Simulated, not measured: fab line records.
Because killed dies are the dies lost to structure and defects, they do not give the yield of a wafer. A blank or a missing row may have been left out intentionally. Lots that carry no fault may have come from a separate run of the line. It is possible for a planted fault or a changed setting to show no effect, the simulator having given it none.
The same fault as seen by 3 desks    flow n5Finfet    every desk sees just its own numbers, and what lay behind them comes last

## FOR THE TOOL OWNER'S DESK: rieMetal-03
The tool's own readings at N5_BEOL_M11_HM_OPEN_17 (chemistry Cl2/BCl3, target TiN, target depth 20 nm, overetch 6 nm): means of the sampled wafers that have a number, for each lot that ran on this tool. A lot is out of limits, marked OUT, if its mean lies more than 4 standard deviations from the usual mean; the brackets give that distance.
Columns: A = biasW at N5_BEOL_M11_HM_OPEN_17, usual 126.0 W; B = chamberPressureMTorr at N5_BEOL_M11_HM_OPEN_17, usual 9.998 mTorr; C = drypumpMotorCurrentA at N5_BEOL_M11_HM_OPEN_17, usual 5.2 A; D = oesProductAu at N5_BEOL_M11_HM_OPEN_17, usual 0.71 a.u.; E = rfFwdPowerW at N5_BEOL_M11_HM_OPEN_17, usual 992 W; F = throttleValvePct at N5_BEOL_M11_HM_OPEN_17, usual 22.19 %
lot   first seen here  A      B       C    D     E    F
L513  day 12 18:01     126.1  9.999   5.1  0.69  991  22.05
L514  day 13 08:10     126.2  9.999   5.3  0.67  998  22.12
L517  day 14 08:04     126.3  9.999   5.3  0.65  996  22.23
L521  day 14 20:09     125.9  10.005  5.0  0.69  990  21.97
L524  day 15 07:56     126.3  9.999   5.1  0.68  991  22.05
L522  day 15 08:13     125.9  9.997   5.3  0.63  986  22.19
This desk's finding: nothing out of limits on any of the 6 lots.

## THE DEFECT DESK
Counts from the inspections along the route, per lot, as means over the sampled wafers that have a number. A lot is out of limits, marked OUT, if its mean lies more than 4 standard deviations from the usual mean; the brackets give that distance.
Columns: A = rawDefectCount at N5_BEOL_M11_INSPECT_13, usual 419
lot   first seen here  A
L513  day 12 17:43     499
L514  day 13 07:47     308
L512  day 13 12:08     418
L515  day 13 19:43     417
L516  day 13 19:57     323
L517  day 14 07:46     363
L518  day 14 14:59     332
L521  day 14 19:19     364
L519  day 14 23:14     469
L524  day 15 07:38     314
L522  day 15 07:54     399
L532  day 18 00:37     388
L534  day 18 09:22     295
This desk's finding: nothing out of limits on any of the 13 lots.

## FROM THE METROLOGY DESK
What the gauges read, lot by lot, whatever tool the lot ran on: means of the sampled wafers that have a number. A lot is out of limits, marked OUT, if its mean lies more than 4 standard deviations from the usual mean; the brackets give that distance.
Columns: A = V10_OVL at N5_BEOL_M11_OVL_MEAS_29, usual 0.4 nm; B = trenchDepthNm at N5_BEOL_M11_OCD_MEAS_38, usual 149.2 nm; C = M11_THK at N5_BEOL_M11_THK_MEAS_53, usual 140.1 nm; D = M11_RS at N5_BEOL_M11_RS_MEAS_57, usual 0.1505 ohm/sq
lot   first seen here  A     B               C      D
L513  day 12 18:36     0.2   149.1           140.2  0.1512
L514  day 13 10:40     0.9   150.0           141.2  0.1486
L512  day 13 14:53     -1.0  149.3           141.9  0.1493
L515  day 13 20:40     0.6   152.5           142.6  0.1474
L516  day 13 20:53     2.1   149.4           139.7  0.1507
L517  day 14 09:09     0.7   150.2           139.7  0.1500
L518  day 14 17:59     0.9   148.2           137.2  0.1526
L521  day 14 21:46     0.7   147.1           137.2  0.1549
L519  day 15 00:52     0.7   150.0           140.3  0.1501
L522  day 15 11:40     1.2   89.7 (-28) OUT  141.0  0.1503
L524  day 15 11:49     -0.3  148.2           137.2  0.1518
L532  day 18 03:00     0.7   149.4           141.7  0.1484
L534  day 18 13:24     0.0   149.4           140.3  0.1507
Finding of this desk: L522 out of limits; the first was L522 at day 15 12:13, on trenchDepthNm at N5_BEOL_M11_OCD_MEAS_38. L513, L514, L512, L515, L516, L517, L518, L521, L519, L524, L532, L534: within limits.

## PUT TOGETHER
L522 would have let the metrology desk raise an alarm at day 15 12:13.
Nothing out of limits was seen by the tool owner's desk.
Nothing out of limits was seen by the defect desk.
The tool owner's desk has L522 on record, within its limits.
The defect desk has L522 on record, within its limits.
Of the lots named, all ran N5_BEOL_M11_HM_OPEN_17 on rieMetal-03.

## WHAT WAS PUT IN BY THE SIMULATOR
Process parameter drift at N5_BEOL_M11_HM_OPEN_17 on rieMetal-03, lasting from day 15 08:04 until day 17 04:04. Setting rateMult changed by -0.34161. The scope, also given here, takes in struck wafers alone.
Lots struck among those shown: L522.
Delay in hours, fault start to first out-of-limits reading, per desk: metrology desk 4.
